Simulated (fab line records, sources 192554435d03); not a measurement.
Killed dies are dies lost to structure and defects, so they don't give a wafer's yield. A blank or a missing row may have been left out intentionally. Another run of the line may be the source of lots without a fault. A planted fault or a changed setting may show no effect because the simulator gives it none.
One fault seen from 3 desks || flow n5_finfet || each desk holds nothing but its own numbers, with what lay behind them at the end
Where a reading is given only as a bound, like >300, the bound stands for it, and a mean or a difference that rests on one is marked > or <: the true number lies beyond.

AT THE TOOL OWNER'S DESK: pecvd-01
At N5_BEOL_M12_PRE_CLEAN_52 (time 15 s), the tool's own readings, given per lot that ran on this tool as the mean of the sampled wafers with a number. Marked OUT: a lot whose mean sits more than 4 standard deviations from the usual mean, which makes it out of limits; the brackets give that distance.
Columns: A = rf_fwd_power_W at N5_BEOL_M12_PRE_CLEAN_52, usual 295.0 W
{"lot": "L840", "first seen here": "day 11 14:06", "A": 295.3}
{"lot": "L842", "first seen here": "day 12 03:25", "A": 294.1}
{"lot": "L845", "first seen here": "day 12 11:57", "A": 294.2}
{"lot": "L849", "first seen here": "day 13 19:34", "A": 294.1}
{"lot": "L854", "first seen here": "day 14 15:11", "A": 295.1}
This desk's verdict: no lot among the 5 shows anything out of limits.

THE DEFECT DESK
For each lot, the counts of the inspections along the route, averaged over the sampled wafers that have a number. Marked OUT: a lot whose mean sits more than 4 standard deviations from the usual mean, which makes it out of limits; the brackets give that distance.
Columns: A = raw_defect_count at N5_BEOL_M12_INSPECT_55, usual 66; B = raw_defect_count at N5_BEOL_M13_INSPECT_12, usual 2.3
{"lot": "L835", "first seen here": "day 10 07:37", "A": 39, "B": 3.0}
{"lot": "L836", "first seen here": "day 10 14:26", "A": 74, "B": 2.7}
{"lot": "L838", "first seen here": "day 11 06:14", "A": 124, "B": 2.0}
{"lot": "L840", "first seen here": "day 11 14:13", "A": 48, "B": 3.7}
{"lot": "L842", "first seen here": "day 12 03:32", "A": 66, "B": 2.5}
{"lot": "L845", "first seen here": "day 12 12:04", "A": 58, "B": 1.3}
{"lot": "L846", "first seen here": "day 12 22:28", "A": 53, "B": 1.7}
{"lot": "L849", "first seen here": "day 13 19:41", "A": "680 (+28) OUT", "B": ">300 (+99 or more) OUT"}
{"lot": "L851", "first seen here": "day 13 20:05", "A": 89, "B": 3.0}
{"lot": "L854", "first seen here": "day 14 15:18", "A": "663 (+27) OUT", "B": ">300 (+99 or more) OUT"}
{"lot": "L856", "first seen here": "day 15 18:46", "A": 48, "B": 2.0}
{"lot": "L858", "first seen here": "day 16 07:33", "A": 56, "B": 0.7}
This desk's finding: out of limits on L849, L854; first on L849, day 13 19:41 (raw_defect_count at N5_BEOL_M12_INSPECT_55). Within limits: L835, L836, L838, L840, L842, L845, L846, L851, L856, L858.

AT THE METROLOGY DESK
Lot by lot, what the gauges showed, no matter which tool ran the lot: averages of those sampled wafers that carry a number. Marked OUT: a lot whose mean sits more than 4 standard deviations from the usual mean, which makes it out of limits; the brackets give that distance.
Columns: A = trench_depth_nm at N5_BEOL_M12_OCD_MEAS_35, usual 320 nm
{"lot": "L835", "first seen here": "day 10 05:53", "A": 309}
{"lot": "L836", "first seen here": "day 10 12:22", "A": 322}
{"lot": "L838", "first seen here": "day 11 01:41", "A": 319}
{"lot": "L840", "first seen here": "day 11 12:38", "A": 315}
{"lot": "L842", "first seen here": "day 12 00:11", "A": 324}
{"lot": "L845", "first seen here": "day 12 09:48", "A": 324}
{"lot": "L846", "first seen here": "day 12 19:44", "A": 324}
{"lot": "L849", "first seen here": "day 13 17:25", "A": 315}
{"lot": "L851", "first seen here": "day 13 18:16", "A": 318}
{"lot": "L854", "first seen here": "day 14 13:40", "A": 319}
{"lot": "L856", "first seen here": "day 15 16:30", "A": 326}
{"lot": "L858", "first seen here": "day 16 03:29", "A": 325}
This desk's verdict: no lot among the 12 shows anything out of limits.

ALL TOGETHER
The defect desk could have raised an alarm at day 13 19:41, on L849, L854.
The tool owner's desk saw nothing out of limits.
From the metrology desk's view, nothing was out of limits.
Tool owner's desk: L849, L854 on record, inside its limits.
The metrology desk has L849, L854 on record, within its limits.
N5_BEOL_M12_PRE_CLEAN_52 was run on pecvd-01 by each of the lots named.

WHAT HAD BEEN PUT IN BY THE SIMULATOR
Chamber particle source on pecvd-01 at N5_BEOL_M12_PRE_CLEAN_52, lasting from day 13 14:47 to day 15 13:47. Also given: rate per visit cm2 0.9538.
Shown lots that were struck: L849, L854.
Hours from the fault's start to each desk's first reading out of limits: the defect desk, 5.
